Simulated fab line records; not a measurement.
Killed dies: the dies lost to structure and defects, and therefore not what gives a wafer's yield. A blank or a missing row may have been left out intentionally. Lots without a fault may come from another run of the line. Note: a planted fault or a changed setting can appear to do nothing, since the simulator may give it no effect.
Matching of chambers -- flow nandHarc -- 4 sister chambers for NHARC_P_ZERO_WELL_DESCUM_26 on rieDiel-04
The step chemistry O2, time 3 s. 4 wafers are shown with their chamber, then 6 later ones without.

== WAFERS, EACH WITH ITS CHAMBER ==
wafer,chamber,showerheadPlenumPTorr (Torr)
L951.6,0,1.98
L956.3,3,1.81
L956.4,1,1.96
L956.5,2,1.90

== WAFERS WHOSE CHAMBER IS MISSING ==
wafer,showerheadPlenumPTorr (Torr)
L969.2,1.96
L969.5,1.95
L969.6,1.96
L971.1,1.96
L971.4,1.88
L971.5,1.94

== EACH ONE'S CHAMBER ==
wafer,from the rows above,in truth
L969.2,can't be placed: 1 or 0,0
L969.5,can't be placed: 1 or 0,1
L969.6,can't be placed: 1 or 0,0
L971.1,can't be placed: 1 or 0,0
L971.4,2,2
L971.5,can't be placed: 1 or 0 or 2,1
Correctly placed: 1 of 6. Not placeable from these rows: 5 (in 5, the candidates include the true chamber). Number placed wrongly: 0.
How it was worked out, from the rows above alone: a wafer's distance from a chamber is the root of the sum, over the readings, of the square of ((its reading less the chamber's mean) divided by the reading's scatter). If the next closest chamber is less than 2 further off than the closest, the wafer can't be placed; otherwise it belongs to the closest. The mean given for a chamber averages the wafers shown for that chamber. The scatter (one wafer shown for each chamber): square how far every hidden wafer sits from the nearest shown wafer, average those squares and take the square root.
